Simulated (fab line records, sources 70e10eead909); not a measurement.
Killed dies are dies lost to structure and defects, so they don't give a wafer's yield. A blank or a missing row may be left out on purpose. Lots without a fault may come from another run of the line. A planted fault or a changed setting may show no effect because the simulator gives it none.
Chamber matching | flow nand_harc | NHARC_A_DECK1_JOINT_ETCHBACK_07 on rie_si-03: 4 sister chambers
The step etches the open film in HBr, target depth 105 nm, time 26.9 s. 8 wafers are shown with their chamber, then 8 later ones without.

WAFERS WITH THEIR CHAMBER
wafer  | chamber | drypump_motor_current_A (A) | rf_fwd_power_W (W)
L126.2 | 2       | 5.0                         | 346.2
L127.4 | 2       | 4.9                         | 344.9
L129.1 | 0       | 6.0                         | 345.5
L130.4 | 1       | 5.2                         | 343.1
L131.1 | 0       | 6.0                         | 345.9
L131.3 | 3       | 5.3                         | 341.2
L131.6 | 3       | 5.3                         | 343.0
L137.4 | 1       | 5.2                         | 344.0

WAFERS WITHOUT THEIR CHAMBER
wafer  | drypump_motor_current_A (A) | rf_fwd_power_W (W)
L137.5 | 4.9                         | 345.7
L137.6 | 5.3                         | 341.6
L143.2 | 6.0                         | 341.5
L143.4 | 5.3                         | 340.7
L143.6 | 6.0                         | 343.8
L144.3 | 5.3                         | 341.9
L144.5 | 5.3                         | 343.7
L144.6 | 5.0                         | 346.4

WHICH CHAMBER EACH WENT THROUGH
wafer  | from the rows above     | in truth
L137.5 | 2                       | 2
L137.6 | 3                       | 3
L143.2 | 0                       | 0
L143.4 | 3                       | 3
L143.6 | 0                       | 0
L144.3 | 3                       | 3
L144.5 | can't be placed: 3 or 1 | 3
L144.6 | 2                       | 2
Placed correctly: 7 of 8. Can't be placed from these rows: 1 (the true chamber is among the candidates in 1). Placed wrongly: 0.
How it was worked out, from the rows above alone: a wafer's distance from a chamber is the root of the sum, over the readings, of the square of ((its reading less the chamber's mean) divided by the reading's scatter). The wafer belongs to the nearest chamber; if the next one is less than 2 further off, it can't be placed. A chamber's mean is the mean of its shown wafers. The scatter: the root of (the sum of the squares of (reading less its chamber's mean) over the shown wafers, divided by (wafers less chambers)).
